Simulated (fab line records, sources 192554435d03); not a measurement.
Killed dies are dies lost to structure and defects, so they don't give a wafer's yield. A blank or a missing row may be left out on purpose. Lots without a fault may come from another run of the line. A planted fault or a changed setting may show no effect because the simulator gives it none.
Split-lot experiment | flow n5_finfet | 7 lots, 21 wafers read, on a route of 1938 steps

THE SPLIT
At N5_BEOL_M14_EXPOSE_07 (exposes mask V13), the setting dose_mj was moved away from the recipe's 57 on 5 of the 21 wafers read, by -5.2% to +5.4%. The other wafers ran this setting at the recipe's value.

FROM THE SPLIT TO THE READING: what the file shows between them, 6 steps
- N5_BEOL_M14_PEB_08: peb time 90 s
- N5_BEOL_M14_DEVELOP_09: develop time 45 s
- N5_BEOL_M14_HARDBAKE_14: time 120 s
- N5_BEOL_M14_CD_MEAS_10: target cd 250 nm
- N5_BEOL_M14_STRIP_71: strips in post etch residue remover, time 60 s
- N5_BEOL_M14_SRD_72: time 30 s, dry time 30 s

THE READING
cd_nm, in nm, at N5_BEOL_M14_CD_MEAS_17 (target cd 250 nm). Fault-free wafers of this fab line usually give 250.7 nm, standard deviation 1.8 nm.

wafer  | tool, chamber at the split | dose_mj as run | against the recipe | cd_nm, nm | against lot-mates on the recipe
L074.1 | krf_scanner-02, 0          | 57             | recipe             | 250.9     | -
L074.2 | krf_scanner-02, 0          | 57             | recipe             | 250.8     | -
L074.4 | krf_scanner-02, 0          | 57             | recipe             | 251.7     | -
L077.1 | krf_scanner-02, 0          | 54.05          | -5.2%              | 240.4     | -12.0
L077.5 | krf_scanner-02, 0          | 57             | recipe             | 252.2     | -
L077.6 | krf_scanner-02, 0          | 57             | recipe             | 252.7     | -
L079.1 | krf_scanner-01, 0          | 57             | recipe             | 250.4     | -
L079.2 | krf_scanner-01, 0          | 60.09          | +5.4%              | 257.7     | +6.9
L079.3 | krf_scanner-01, 0          | 57             | recipe             | 251.2     | -
L080.1 | krf_scanner-02, 0          | 57             | recipe             | 249.1     | -
L080.4 | krf_scanner-02, 0          | 57             | recipe             | 250.5     | -
L080.6 | krf_scanner-02, 0          | 57             | recipe             | 251.4     | -
L084.2 | krf_scanner-01, 0          | 57             | recipe             | 250.8     | -
L084.3 | krf_scanner-01, 0          | 59.26          | +4.0%              | 259.3     | +9.2
L084.6 | krf_scanner-01, 0          | 57             | recipe             | 249.3     | -
L090.2 | krf_scanner-01, 0          | 54.91          | -3.7%              | 246.0     | -4.8
L090.4 | krf_scanner-01, 0          | 57             | recipe             | 250.9     | -
L090.5 | krf_scanner-01, 0          | 57             | recipe             | 250.6     | -
L092.1 | krf_scanner-02, 0          | 59.46          | +4.3%              | 259.2     | +6.8
L092.2 | krf_scanner-02, 0          | 57             | recipe             | 250.5     | -
L092.3 | krf_scanner-02, 0          | 57             | recipe             | 254.3     | -

THE FIT
A straight line over all 21 wafers: cd_nm changes by +1.71 nm for each +1% of dose_mj; r = +0.94; the points scatter about the line by 1.4 nm.
The same after taking each lot's own level away (the mean of its wafers on the recipe; 21 wafers): +1.77 nm for each +1%; r = +0.95; scatter 1.4 nm.
On that fit, the largest move of dose_mj shifts the reading by 9.6 nm.
The lots' own levels span 250.05 to 252.45 nm, that is 1.3 times the standard deviation above.
So the lot-to-lot level changes the slope little: the two slopes agree.
Check: with one of the wafers moved furthest among these (+5.4%) left out of the fit, the line predicts +10.6 nm for it against its lot-mates. It came out at +6.9 nm against them.

OTHER SPLITS ON THESE WAFERS
These wafers also went through other splits before the reading. Each is held against what the fit with the lots' levels taken away leaves over:
other split on the same wafers | wafers away from the commonest value | r with cd_nm (lot level and that fit taken away)
N5_BEOL_M12_PEB_08 peb_time_s  | 10                                   | -0.14

THE WHOLE CHAIN: every reading that the file lists as answering this split, in the file's order
step                   | what it does     | reading | change (the file's fit)              | r (the file's)
N5_BEOL_M14_CD_MEAS_10 | target cd 250 nm | cd_nm   | +1.72 nm for each +1% of the setting | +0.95
N5_BEOL_M14_CD_MEAS_17 | target cd 250 nm | cd_nm   | +1.76 nm for each +1% of the setting | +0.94

THE FILE'S OWN FIT
cd_nm changes by +1.76 nm for each +1% of dose_mj, r = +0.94.
